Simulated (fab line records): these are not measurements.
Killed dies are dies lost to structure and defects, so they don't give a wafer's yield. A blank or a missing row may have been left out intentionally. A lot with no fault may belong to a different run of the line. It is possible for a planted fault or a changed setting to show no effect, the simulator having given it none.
Split-lot trial	flow n5-finfet	on a route of 1938 steps: 7 lots, 21 wafers read

SPLIT DETAILS
At N5_BEOL_M8_DEVELOP_10 (develop time 30 s), the setting develop-time-s was moved away from the recipe's 30 s on 8 of the 21 wafers read, by -18.3% to +14.3%. For the rest of the wafers, this setting stayed at what the recipe calls for.

THE PATH FROM SPLIT TO READING: the file shows 1 step between them
- N5_BEOL_M8_DESCUM_16: chemistry O2, time 7.9 s

THE READING
BEOL_M8.cd-offset-nm (the simulator's own value, which no gauge read), in nm, at N5_BEOL_M8_ETCH_61 (etches SiARC in CF4, target depth 45.5 nm, time 75.8 s). The file gives no usual value for it. Average 0.0 nm, standard deviation 0.27 nm, over the 13 wafers here run with the recipe.

wafer	tool, chamber at the split	develop-time-s as run, s	against the recipe	BEOL_M8.cd-offset-nm, nm	against lot-mates on the recipe
L075.1	litho-track-03, 0	30	recipe	-0.2	-
L075.4	litho-track-03, 0	30	recipe	-0.2	-
L075.3	litho-track-03, 0	30	recipe	0	-
L076.1	litho-track-03, 0	34.28	+14.3%	0.8	+0.8
L076.2	litho-track-03, 0	30	recipe	0	-
L076.6	litho-track-03, 0	34.28	+14.3%	0.6	+0.6
L081.1	litho-track-03, 0	30	recipe	-0.2	-
L081.3	litho-track-03, 0	33.42	+11.4%	0.6	+0.8
L081.6	litho-track-03, 0	33.42	+11.4%	0.4	+0.6
L083.1	litho-track-03, 0	30	recipe	0.2	-
L083.3	litho-track-03, 0	30	recipe	0.6	-
L083.4	litho-track-03, 0	30	recipe	0	-
L086.1	litho-track-01, 0	30	recipe	0	-
L086.5	litho-track-01, 0	30	recipe	0	-
L086.3	litho-track-01, 0	30	recipe	0.4	-
L095.2	litho-track-02, 0	30	recipe	0.4	-
L095.5	litho-track-02, 0	34.07	+13.6%	0.8	+0.4
L095.6	litho-track-02, 0	34.07	+13.6%	0.8	+0.4
L096.2	litho-track-02, 0	30	recipe	-0.4	-
L096.3	litho-track-02, 0	24.51	-18.3%	-1.4	-1.0
L096.6	litho-track-02, 0	24.51	-18.3%	-1.6	-1.2

FIT RESULTS
A straight line over all 21 wafers: BEOL_M8.cd-offset-nm changes by +0.0646 nm for each +1% of develop-time-s; r = +0.91; the points scatter about the line by 0.27 nm.
The same after taking each lot's own level away (the mean of its wafers on the recipe; 21 wafers): +0.052 nm for each +1%; r = +0.94; scatter 0.18 nm.
The reading moves by 0.95 nm for the largest change in develop-time-s, on that fit.
The span of the lots' own levels, -0.40 to 0.40 nm, comes to 2.9 times the standard deviation stated above.
Hence the slope depends on the lot-to-lot level, as the two fits are not the same.
Check: for one of the wafers moved furthest among these (-18.3%), held out of the fit, the line's prediction against its lot-mates is -0.983 nm. It came out at -1 nm against them.

OTHER SPLITS ON THESE WAFERS
Before the reading, these wafers also passed through other splits. Each is held against what the fit with the lots' levels taken away leaves over:
other split on the same wafers	wafers away from the commonest value	r with BEOL_M8.cd-offset-nm (lot level and that fit taken away)
N5_BEOL_M5_COAT_71 spin-rpm	10	+0.15
N5_BEOL_M6_ILD_DEP_00 time-s	8	-0.24
N5_BEOL_M6_TRENCH_ETCH_37 source-w	9	-0.07
N5_BEOL_M7_ETCH_66 bias-w	7	-0.05
N5_BEOL_M7_ETCH_41 source-w	7	-0.30
N5_BEOL_M8_COAT_59 spin-rpm	6	-0.30

THE FILE'S OWN FIT
BEOL_M8.cd-offset-nm changes by +0.0511 nm for each +1% of develop-time-s, r = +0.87.
